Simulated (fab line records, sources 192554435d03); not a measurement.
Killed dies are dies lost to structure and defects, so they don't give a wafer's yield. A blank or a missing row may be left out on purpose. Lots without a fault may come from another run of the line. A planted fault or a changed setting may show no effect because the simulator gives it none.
Chamber matching | flow n5_finfet | N5_BEOL_M0_STRIP_140 on rie_diel-04: 4 sister chambers
The step strips in CF4. 4 wafers are shown with their chamber, then 8 later ones without.

WAFERS WITH THEIR CHAMBER
wafer  | chamber | showerhead_plenum_p_Torr (Torr)
L082.1 | 1       | 1.86
L091.1 | 3       | 1.89
L091.3 | 0       | 1.77
L092.2 | 2       | 1.80

WAFERS WITHOUT THEIR CHAMBER
wafer  | showerhead_plenum_p_Torr (Torr)
L092.4 | 1.77
L092.6 | 1.77
L095.1 | 1.76
L095.4 | 1.89
L095.5 | 1.85
L096.1 | 1.76
L096.2 | 1.80
L096.5 | 1.80

WHICH CHAMBER EACH WENT THROUGH
wafer  | from the rows above | in truth
L092.4 | 0                   | 0
L092.6 | 0                   | 0
L095.1 | 0                   | 0
L095.4 | 3                   | 3
L095.5 | 1                   | 1
L096.1 | 0                   | 0
L096.2 | 2                   | 2
L096.5 | 2                   | 2
Placed correctly: 8 of 8. Can't be placed from these rows: 0. Placed wrongly: 0.
How it was worked out, from the rows above alone: a wafer's distance from a chamber is the root of the sum, over the readings, of the square of ((its reading less the chamber's mean) divided by the reading's scatter). The wafer belongs to the nearest chamber; if the next one is less than 2 further off, it can't be placed. A chamber's mean is the mean of its shown wafers. The scatter: with one shown wafer a chamber, the root of the mean of the squares of how far each hidden wafer lies from its nearest shown one.
